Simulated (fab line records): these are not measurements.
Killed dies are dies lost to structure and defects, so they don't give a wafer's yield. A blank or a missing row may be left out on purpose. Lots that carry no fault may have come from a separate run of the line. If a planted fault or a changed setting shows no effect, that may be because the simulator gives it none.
fab line records	flow nandHarc
[record] lots = 6	wafers = 18	lastDay = 24
route steps=1159 shown A_BONDPAD@1073 END@1159
lots that met no fault: from a run of the same line without faults
startH: hours from the record's first day to the start of the lot's first wafer shown	waitH: hours from the lot's prior step to this one	" the same as in the row above	L1.1+2: a row that stands for several wafers	- value missing, or start not given	* or withheld: withheld	< > ~ a bound
route shown NAME@n: names a module that has steps shown in the file, with the first one's number in the route	usual: mean/standard deviation taken from wafers without a fault	same: alike in all rows	chamber/n: place in a boat	sites: each site's reading	_std_site: their standard deviation	_edge_site: the outer-site mean with the inner-site mean subtracted	radiusMm: for every site, how far away it sits from the centre of the wafer	mask NAME#n: copy n	behind: the last tool/chamber to shape the wafer	hold: why the lot was held/for how many hours/how that ended	device: the transistor (n, p or np) that didn't switch	end of line: the route-end tests of the same wafers	step lacking rows: just its recipe	killed: not the wafer's yield, but the dies lost to structure and defects at the first sort	map: a wafer's dies, marking killed ones x, the rest . and places with no die _
set.NAME: setting as actually run; set.NAME@STEP: the setting as run at that earlier step	model.NAME: the simulator's own value behind a step, which no gauge read
lots at selected steps of the route; one table per step, one row per wafer
services: the hour from which a tool's chamber was out of use, counted from the record's first day as startH (under 0 if before that day), plus the number of hours and why
[[steps]]
[step NHARC_A_BONDPAD_OVL_MEAS_35]
[usual] overlayXNm = 0/7.6	overlayYNm = -3/5.7
lot.wafer	tool	chamber	startH	waitH	overlayXNm	overlayYNm
L271.1	overlay-01	-	409.99	-	-9	-19
L271.5	"	-	"	"	-9	-18
L271.6	"	-	"	"	-9	-18
L272.3	overlay-01	-	417.69	-	-8	5
L272.4	"	-	"	"	-8	5
L272.5	"	-	"	"	-8	5
L284.3	overlay-02	-	481.45	-	-10	-6
L284.5	"	-	"	"	-10	-6
L284.6	"	-	"	"	-10	-6
L285.1	overlay-01	-	502.44	-	2	6
L285.4	"	-	"	"	2	5
L285.6	"	-	"	"	2	6
L287.1	overlay-01	-	514.66	-	6	1
L287.3	"	-	"	"	6	1
L287.6	"	-	"	"	6	1
L291.1	overlay-01	-	529.81	-	0	-2
L291.4	"	-	"	"	1	-2
L291.6	"	-	"	"	1	-2
[step NHARC_A_BONDPAD_HARDBAKE_10]
[recipe] tempC = 118	timeS = 65
[step NHARC_A_BONDPAD_DESCUM_11]
[recipe] timeS = 3	o2FlowSccm = 200	arFlowSccm = 0	biasPowerW = 0	chemistry = O2
[step NHARC_A_BONDPAD_ETCH_34]
[recipe] targetDepthA = 600	overetchA = 180	timeS = 65.91	ionEnergyEv = 200	n2FlowSccm = 150	h2FlowSccm = 150	arFlowSccm = 0	rfW = 400	biasW = 150	chemistry = N2/H2
[usual] drypumpMotorCurrentA = 5.6/0.53	oesProductAu = 0.996/0.012	rfVppV = 430.1/2.6	showerheadPlenumPTorr = 2.02/0.091	throttleValvePct = 14.172/0.0091
lot.wafer	tool	chamber	startH	waitH	drypumpMotorCurrentA	oesProductAu	rfHoursCounterH	rfVppV	showerheadPlenumPTorr	throttleValvePct
L271.1	rieDiel-06	3	410.22	0.1	6.2	1.016	5	431.4	2.04	14.177
L271.6	"	0	"	"	5.0	0.994	-	432.1	2.15	14.179
L271.5	"	1	"	"	6.1	0.984	-	425.5	1.90	14.177
L272.4	rieDiel-06	0	417.91	0.1	5.0	0.985	6	433.4	2.15	14.177
L272.3	"	1	"	"	6.1	0.999	6	428.1	1.90	14.182
L272.5	"	2	"	"	5.0	0.994	-	431.3	2.05	14.166
L284.3	rieDiel-06	3	481.67	0.1	6.3	0.992	2	430.2	2.04	14.183
L284.5	"	1	"	"	6.1	1.014	-	427.2	1.90	14.182
L284.6	"	2	"	"	5.0	0.992	-	431.4	2.05	14.158
L285.1	rieDiel-08	1	502.66	0.1	5.9	1.011	3	433.7	2.12	14.163
L285.4	"	2	"	"	5.4	0.986	2	426.3	1.89	14.184
L285.6	"	3	"	"	6.0	0.999	-	427.1	1.98	14.161
L287.3	rieDiel-06	1	514.87	0.1	6.1	1.011	3	427.0	1.90	14.163
L287.1	"	3	"	"	6.3	0.991	4	431.8	2.04	14.174
L287.6	"	2	"	"	4.9	0.997	-	430.7	2.05	14.163
L291.4	rieDiel-08	2	530.40	0.4	5.4	0.991	9	425.3	1.89	14.180
L291.1	"	3	"	"	6.0	0.997	9	427.4	1.97	14.151
L291.6	"	1	"	"	5.9	1.006	-	433.1	2.11	14.178
[step NHARC_A_BONDPAD_ETCH_12]
[recipe] targetDepthA = 2200	timeS = 110	chf3FlowSccm = 50	o2FlowSccm = 10	arFlowSccm = 200	rfW = 500	biasW = 200	chemistry = CHF3/O2
[step NHARC_A_BONDPAD_CD_MEAS_13]
[usual] cdNm = 498.5/2.7
lot.wafer	tool	chamber	startH	waitH	cdNm
L271.1	cdSem-01	-	410.43	-	500.2
L271.5	"	-	"	"	499.6
L271.6	"	-	"	"	495.4
L272.3	cdSem-02	-	418.13	-	499.5
L272.4	"	-	"	"	505.4
L272.5	"	-	"	"	502.5
L284.3	cdSem-01	-	481.89	-	495.8
L284.5	"	-	"	"	504.9
L284.6	"	-	"	"	502.6
L285.1	cdSem-02	-	502.89	-	497.3
L285.4	"	-	"	"	498.3
L285.6	"	-	"	"	496.4
L287.1	cdSem-01	-	515.10	-	494.0
L287.3	"	-	"	"	501.0
L287.6	"	-	"	"	497.3
L291.1	cdSem-03	-	530.64	-	498.0
L291.4	"	-	"	"	498.6
L291.6	"	-	"	"	500.1
[step NHARC_A_BONDPAD_STRIP_15]
[recipe] o2FlowSccm = 500	arFlowSccm = 0	biasW = 0	chemistry = O2
[step NHARC_A_BONDPAD_ETCH_24]
[recipe] targetDepthA = 300	overEtchFrac = 0.3	timeS = 72.99	ionEnergyEv = 150	cf4FlowSccm = 50	n2FlowSccm = 100	arFlowSccm = 150	rfW = 300	biasW = 100	chemistry = CF4/N2
[usual] drypumpMotorCurrentA = 5.6/0.51	oesProductAu = 0.995/0.013	rfVppV = 314.0/1.9	showerheadPlenumPTorr = 2.61/0.1	throttleValvePct = 19.794/0.0087
lot.wafer	tool	chamber	startH	waitH	drypumpMotorCurrentA	oesProductAu	rfHoursCounterH	rfVppV	showerheadPlenumPTorr	throttleValvePct
L271.1	rieDiel-08	2	-	-	5.4	0.994	19	312.6	2.46	19.813
L271.6	"	1	"	"	5.9	0.996	-	316.6	2.72	19.805
L271.5	"	2	"	"	5.3	0.998	-	311.2	2.46	19.777
L272.4	rieDiel-08	1	-	-	5.9	0.999	21	315.9	2.72	19.797
L272.3	"	0	"	"	5.6	1.012	22	315.1	2.57	19.787
L272.5	"	2	"	"	5.4	1.006	-	310.2	2.46	19.782
L284.3	rieDiel-11	0	-	-	5.5	1.016	43	317.0	2.73	19.793
L284.6	"	3	"	"	5.8	1.006	-	313.9	2.69	19.802
L284.5	"	0	"	"	5.4	1.009	-	315.2	2.73	19.802
L285.1	rieDiel-06	0	-	-	5.0	0.986	3	316.5	2.76	19.790
L285.4	"	2	"	"	5.0	0.977	3	314.6	2.64	19.792
L285.6	"	1	"	"	6.1	1.018	-	311.6	2.45	19.792
L287.1	rieDiel-06	3	-	-	6.3	0.990	4	315.3	2.63	19.796
L287.3	"	0	"	"	5.0	1.003	4	316.5	2.76	19.789
L287.6	"	1	"	"	6.1	1.011	-	310.1	2.45	19.798
L291.1	rieDiel-06	1	530.90	0.1	6.1	1.013	5	311.5	2.45	19.791
L291.6	"	1	"	"	6.1	1.000	-	312.4	2.45	19.791
L291.4	"	2	"	"	5.0	0.980	-	314.2	2.64	19.801
[step NHARC_A_BONDPAD_STRIP_16]
[recipe] timeS = 600	tempC = 30	chemistry = postEtchResidueRemover
[step NHARC_A_BONDPAD_DEGAS_25]
[recipe] tempC = 300	timeS = 60
[usual] heaterPowerW = 478/34
lot.wafer	tool	chamber	startH	waitH	heaterPowerW
L271.1	pvdSputter-01	-	411.06	-	479
L271.5	"	-	"	"	515
L271.6	"	-	"	"	467
L272.4	pvdSputter-02	-	418.76	-	519
L272.3	"	-	"	"	480
L272.5	"	-	"	"	475
L284.3	pvdSputter-01	-	482.52	-	518
L284.5	"	-	"	"	477
L284.6	"	-	"	"	502
L285.1	pvdSputter-02	-	503.53	-	412
L285.4	"	-	"	"	480
L285.6	"	-	"	"	484
L287.3	pvdSputter-02	-	515.73	-	525
L287.1	"	-	"	"	428
L287.6	"	-	"	"	468
L291.1	pvdSputter-03	-	531.33	-	435
L291.4	"	-	"	"	472
L291.6	"	-	"	"	433
[step NHARC_A_BONDPAD_PRE_CLEAN_26]
[recipe] timeS = 30	tempC = 280	gas = H2/He
[usual] heaterPowerW = 419/31
lot.wafer	tool	chamber	startH	waitH	heaterPowerW
L271.1	pvdSputter-01	-	-	-	471
L271.5	"	-	"	"	417
L271.6	"	-	"	"	444
L272.4	pvdSputter-02	-	-	-	424
L272.3	"	-	"	"	456
L272.5	"	-	"	"	360
L284.3	pvdSputter-01	-	-	-	470
L284.5	"	-	"	"	402
L284.6	"	-	"	"	454
L285.4	pvdSputter-02	-	-	-	364
L285.1	"	-	"	"	416
L285.6	"	-	"	"	420
L287.1	pvdSputter-02	-	-	-	411
L287.3	"	-	"	"	357
L287.6	"	-	"	"	358
L291.1	pvdSputter-03	-	-	-	444
L291.4	"	-	"	"	419
L291.6	"	-	"	"	436
[step NHARC_A_BONDPAD_PVD_17]
[recipe] targetThkA = 50	biasV = 168.6	powerW = 15000	chamberPressurePa = 0.12	timeS = 8.06	substrateTempC = 50	material = TaN
[usual] biasV = 168.9/1.5	cathodeDcPowerW = 15000/2.9	throttleValvePct = 29.5/0.81
lot.wafer	tool	chamber	startH	waitH	biasV	cathodeDcPowerW	throttleValvePct
L271.1	pvdSputter-01	-	-	-	166.4	14999	29.2
L271.5	"	-	"	"	166.4	14998	29.8
L271.6	"	-	"	"	168.3	14999	29.4
L272.4	pvdSputter-02	-	-	-	168.7	14995	30.8
L272.3	"	-	"	"	166.0	15003	28.2
L272.5	"	-	"	"	169.7	14998	27.9
L284.3	pvdSputter-01	-	-	-	170.4	15000	29.4
L284.6	"	-	"	"	169.3	14999	29.3
L284.5	"	-	"	"	168.9	15005	29.7
L285.1	pvdSputter-02	-	-	-	169.4	14994	28.5
L285.4	"	-	"	"	168.1	15000	29.1
L285.6	"	-	"	"	168.3	15005	30.6
L287.1	pvdSputter-02	-	-	-	167.9	15004	30.8
L287.3	"	-	"	"	169.2	14996	29.2
L287.6	"	-	"	"	168.8	15001	30.6
L291.1	pvdSputter-03	-	-	-	169.8	14997	29.2
L291.4	"	-	"	"	168.0	14996	30.8
L291.6	"	-	"	"	171.0	14994	29.3
[step NHARC_A_BONDPAD_PVD_27]
[recipe] targetThkA = 300	chamberPressurePa = 5	powerW = 5000	substrateTempC = 30	timeS = 20.49	material = Cu
[usual] cathodeDcPowerW = 5000.0/0.87	chamberPressurePa = 5.001/0.0096	throttleValvePct = 29.5/0.81
lot.wafer	tool	chamber	startH	waitH	cathodeDcPowerW	chamberPressurePa	throttleValvePct
L271.1	pvdSputter-01	-	411.28	-	4999.9	5.010	29.2
L271.6	"	-	"	"	5000.7	4.993	29.1
L271.5	"	-	"	"	4999.2	4.984	30.2
L272.4	pvdSputter-02	-	419.00	-	5001.2	5.003	28.9
L272.3	"	-	"	"	4998.7	4.983	30.7
L272.5	"	-	"	"	5000.8	4.993	27.8
L284.3	pvdSputter-01	-	482.81	-	-	-	-
L284.6	"	-	"	"	-	-	-
L284.5	"	-	"	"	-	-	-
L285.1	pvdSputter-02	-	503.74	-	-	-	-
L285.4	"	-	"	"	-	-	-
L285.6	"	-	"	"	-	-	-
L287.3	pvdSputter-02	-	515.95	-	5000.3	4.989	29.2
L287.1	"	-	"	"	5000.8	5.009	28.0
L287.6	"	-	"	"	4999.6	5.001	30.9
L291.4	pvdSputter-03	-	531.67	-	5000.6	4.995	30.7
L291.1	"	-	"	"	5000.0	5.018	29.3
L291.6	"	-	"	"	5001.3	5.009	29.2
[step NHARC_A_BONDPAD_ECD_18]
[recipe] targetThkA = 4000	bathTempC = 25	material = Cu
[step NHARC_END_SORT_01]
[recipe] tempC = 25
[usual] defectLimitedYield = 95.4/1.5	killedAtArray = 27/9.9	killedAtOther = 0.5/0.76	killedAtPeriphery = 3.4/2.2	killedDies = 31/10	killedOpen = 3.3/2	killedShort = 2.0/1.5	sort_bin_2_pct = 1.5/0.64	sort_bin_3_pct = 0.21/0.2	sort_bin_4_pct = 2.9/0.97	sortNPass = 646/10	sortRimYieldPct = 96.9/2	sortYieldPct = 95.4/1.5
[same] grossDies = 677	sort_bin_5_pct[%] = 0	sort_bin_6_pct[%] = 0	sort_bin_7_pct[%] = 0	sort_bin_8_pct[%] = 0	sortRimNGross = 106.00
lot.wafer	tool	chamber	startH	waitH	defectLimitedYield[%]	killedAtArray	killedAtOther	killedAtPeriphery	killedDies	killedOpen	killedShort	sort_bin_2_pct[%]	sort_bin_3_pct[%]	sort_bin_4_pct[%]	sortNPass	sortRimYieldPct[%]	sortYieldPct[%]
L272.3	prober-02	0	447.72	3.1	97.2	15	0	4	19	4	1	0.3	0.30	2.2	658	99.1	97.2
L272.4	prober-02	0	448.51	3.4	97.5	13	0	4	17	3	1	1.0	0	1.5	660	98.1	97.5
L272.5	prober-02	0	449.31	3.7	96.8	18	0	4	22	1	3	1.6	0	1.6	655	96.2	96.8
L284.3	prober-02	0	519.14	3.1	0	672	0	5	677	4	2	96.2	0.15	3.7	0	0	0
L284.5	prober-02	0	520.74	3.7	0	674	0	3	677	1	3	95.7	0.89	3.4	0	0	0
L284.6	prober-02	0	521.54	4.0	0	677	0	0	677	1	2	96.3	0.15	3.5	0	0	0
L285.1	prober-02	0	531.29	2.5	0	673	1	3	677	4	3	95.4	0.59	4.0	0	0	0
L285.4	prober-02	0	533.68	3.4	0	675	1	1	677	1	4	96.2	0.74	3.1	0	0	0
L285.6	prober-02	0	535.27	4.0	0	672	3	2	677	4	2	96.3	0.15	3.5	0	0	0
// killed by level:class
L272.3 A_CHANNEL_HOLE_D1:chamberFilmFlake=4 A_STAIRCASE:chamberFilmFlake=3 A_CONTACT:chamberFilmFlake=2 P_CONTACT:geometricParticle:open=1 A_SOURCE_PLATE:geometricParticle:open=1 A_CHANNEL_HOLE_D1:geometricParticle:open=1 A_CHANNEL_FILL_D1:geometricParticle:short=1 A_M0:geometricParticle:open=1
L272.4 A_CHANNEL_HOLE_D1:chamberFilmFlake=8 P_CONTACT:geometricParticle:open=1 P_M0:geometricParticle:open=1 A_SOURCE_PLATE:geometricParticle:short=1 A_WL_FILL:geometricParticle:open=1 P_STI:chamberFilmFlake=1 P_M2:chamberFilmFlake=1 A_STAIRCASE:chamberFilmFlake=1
L272.5 A_CHANNEL_HOLE_D1:chamberFilmFlake=7 A_CONTACT:chamberFilmFlake=4 A_WL_FILL:chamberFilmFlake=3 P_M2:chamberFilmFlake=2 P_BONDPAD:geometricParticle:short=1 A_CHANNEL_FILL_D1:geometricParticle:short=1 A_CONTACT:geometricParticle:short=1 A_CONTACT:geometricParticle:open=1
L284.3 A_BONDPAD:areaPvd=641 A_CHANNEL_HOLE_D1:chamberFilmFlake=23 A_CONTACT:chamberFilmFlake=4 P_GATE:chamberFilmFlake=2 P_STI:geometricParticle:short=1 P_M0:geometricParticle:short=1 P_M0:geometricParticle:open=1 A_SLIT:geometricParticle:open=1
L284.5 A_BONDPAD:areaPvd=634 A_CHANNEL_HOLE_D1:chamberFilmFlake=27 A_CONTACT:chamberFilmFlake=6 P_GATE:chamberFilmFlake=2 A_STAIRCASE:chamberFilmFlake=2 A_CHANNEL_FILL_D1:geometricParticle:short=1 A_WL_FILL:geometricParticle:short=1 A_CONTACT:geometricParticle:short=1
L284.6 A_BONDPAD:areaPvd=643 A_CHANNEL_HOLE_D1:chamberFilmFlake=21 A_CONTACT:chamberFilmFlake=8 A_STAIRCASE:chamberFilmFlake=2 A_ONON_D1:geometricParticle:open=1 A_SGD_CUT:geometricParticle:short=1 A_M1:geometricParticle:short=1
L285.1 A_BONDPAD:areaPvd=635 A_SLIT:chamberFilmFlake=18 A_CHANNEL_HOLE_D1:chamberFilmFlake=6 A_STAIRCASE:chamberFilmFlake=4 A_CONTACT:geometricParticle:open=2 P_CONTACT:chamberFilmFlake=2 A_ZERO_WELL:chamberFilmFlake=2 A_CONTACT:chamberFilmFlake=2
L285.4 A_BONDPAD:areaPvd=637 A_SLIT:chamberFilmFlake=15 A_CHANNEL_HOLE_D1:chamberFilmFlake=8 A_CONTACT:chamberFilmFlake=5 A_ONON_D1:geometricParticle:short=2 A_STAIRCASE:chamberFilmFlake=2 A_SOURCE_PLATE:geometricParticle:short=1 A_CONTACT:geometricParticle:short=1
L285.6 A_BONDPAD:areaPvd=641 A_SLIT:chamberFilmFlake=14 A_CHANNEL_HOLE_D1:chamberFilmFlake=6 A_CONTACT:chamberFilmFlake=4 THIN_TSV:chamberFilmFlake=3 A_STAIRCASE:chamberFilmFlake=2 P_M0:geometricParticle:short=1 P_M0:geometricParticle:open=1
// map L284.3 (x killed, . not)
____________x____________
_________xxxxxxx_________
_______xxxxxxxxxxx_______
______xxxxxxxxxxxxx______
_____xxxxxxxxxxxxxxx_____
____xxxxxxxxxxxxxxxxx____
____xxxxxxxxxxxxxxxxx____
___xxxxxxxxxxxxxxxxxxx___
___xxxxxxxxxxxxxxxxxxx___
__xxxxxxxxxxxxxxxxxxxxx__
__xxxxxxxxxxxxxxxxxxxxx__
_xxxxxxxxxxxxxxxxxxxxxxx_
_xxxxxxxxxxxxxxxxxxxxxxx_
_xxxxxxxxxxxxxxxxxxxxxxx_
_xxxxxxxxxxxxxxxxxxxxxxx_
_xxxxxxxxxxxxxxxxxxxxxxx_
xxxxxxxxxxxxxxxxxxxxxxxxx
xxxxxxxxxxxxxxxxxxxxxxxxx
xxxxxxxxxxxxxxxxxxxxxxxxx
xxxxxxxxxxxxxxxxxxxxxxxxx
xxxxxxxxxxxxxxxxxxxxxxxxx
_xxxxxxxxxxxxxxxxxxxxxxx_
_xxxxxxxxxxxxxxxxxxxxxxx_
_xxxxxxxxxxxxxxxxxxxxxxx_
_xxxxxxxxxxxxxxxxxxxxxxx_
_xxxxxxxxxxxxxxxxxxxxxxx_
__xxxxxxxxxxxxxxxxxxxxx__
__xxxxxxxxxxxxxxxxxxxxx__
___xxxxxxxxxxxxxxxxxxx___
___xxxxxxxxxxxxxxxxxxx___
____xxxxxxxxxxxxxxxxx____
____xxxxxxxxxxxxxxxxx____
_____xxxxxxxxxxxxxxx_____
______xxxxxxxxxxxxx______
_______xxxxxxxxxxx_______
_________xxxxxxx_________
____________x____________
// map L285.1 (x killed, . not)
____________x____________
_________xxxxxxx_________
_______xxxxxxxxxxx_______
______xxxxxxxxxxxxx______
_____xxxxxxxxxxxxxxx_____
____xxxxxxxxxxxxxxxxx____
____xxxxxxxxxxxxxxxxx____
___xxxxxxxxxxxxxxxxxxx___
___xxxxxxxxxxxxxxxxxxx___
__xxxxxxxxxxxxxxxxxxxxx__
__xxxxxxxxxxxxxxxxxxxxx__
_xxxxxxxxxxxxxxxxxxxxxxx_
_xxxxxxxxxxxxxxxxxxxxxxx_
_xxxxxxxxxxxxxxxxxxxxxxx_
_xxxxxxxxxxxxxxxxxxxxxxx_
_xxxxxxxxxxxxxxxxxxxxxxx_
xxxxxxxxxxxxxxxxxxxxxxxxx
xxxxxxxxxxxxxxxxxxxxxxxxx
xxxxxxxxxxxxxxxxxxxxxxxxx
xxxxxxxxxxxxxxxxxxxxxxxxx
xxxxxxxxxxxxxxxxxxxxxxxxx
_xxxxxxxxxxxxxxxxxxxxxxx_
_xxxxxxxxxxxxxxxxxxxxxxx_
_xxxxxxxxxxxxxxxxxxxxxxx_
_xxxxxxxxxxxxxxxxxxxxxxx_
_xxxxxxxxxxxxxxxxxxxxxxx_
__xxxxxxxxxxxxxxxxxxxxx__
__xxxxxxxxxxxxxxxxxxxxx__
___xxxxxxxxxxxxxxxxxxx___
___xxxxxxxxxxxxxxxxxxx___
____xxxxxxxxxxxxxxxxx____
____xxxxxxxxxxxxxxxxx____
_____xxxxxxxxxxxxxxx_____
______xxxxxxxxxxxxx______
_______xxxxxxxxxxx_______
_________xxxxxxx_________
____________x____________
[[services]]
tool	chamber	startH	hours	kind
pvdSputter-03	-	390.14	4.9	repair
pvdSputter-02	-	392.07	10.0	pm
rieDiel-06	0	397.20	-	clean
rieDiel-06	1	397.20	-	clean
rieDiel-06	2	397.20	-	clean
rieDiel-06	3	397.20	-	clean
pvdSputter-01	-	401.66	1.2	repair
rieDiel-06	-	418.20	9.0	pm
rieDiel-06	0	418.20	9.0	ventCycle
rieDiel-06	1	418.20	9.0	ventCycle
rieDiel-06	2	418.20	9.0	ventCycle
rieDiel-06	3	418.20	9.0	ventCycle
rieDiel-06	0	427.20	-	clean
rieDiel-06	1	427.20	-	clean
rieDiel-06	2	427.20	-	clean
rieDiel-06	3	427.20	-	clean
rieDiel-08	1	437.38	8.4	repair
rieDiel-06	0	451.70	-	clean
pvdSputter-03	-	458.00	10.0	pm
rieDiel-08	2	461.42	1.3	repair
rieDiel-08	-	478.80	9.0	pm
rieDiel-08	0	511.99	9.8	repair
pvdSputter-01	-	514.20	10.0	pm
rieDiel-06	0	527.69	8.8	repair
[[key]]
[firstSign] step = NHARC_A_BONDPAD_PVD_27	reading = toolRecord	direction = missing
[effect] step = NHARC_END_SORT_01	reading = sort_bin_2_pct	direction = up	sigmas = 99+	usual = 1.5	struck = 96.0
[moreKillsBornAt] NHARC_A_BONDPAD_PVD_27@pvdSputter-01 = 1918	NHARC_A_BONDPAD_PVD_27@pvdSputter-02 = 1913
metAt NHARC_A_BONDPAD_PVD_27
struckWafers L284.3,L284.5,L284.6,L285.1,L285.4,L285.6
laterRowsLeftOut L284.3,L284.5,L284.6,L285.1,L285.4,L285.6
onsetBetween 419.00 482.81
[fault] kind = skippedStepWhole	tool = pvdSputter-01,pvdSputter-02	chamber = -	onsetH = 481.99	steps = NHARC_A_BONDPAD_PVD_27	scope = struckLotsOnly
// laterRowsLeftOut: the simulator's readings of these wafers behind a module that went badly wrong aren't trusted and aren't shown, but for the sort
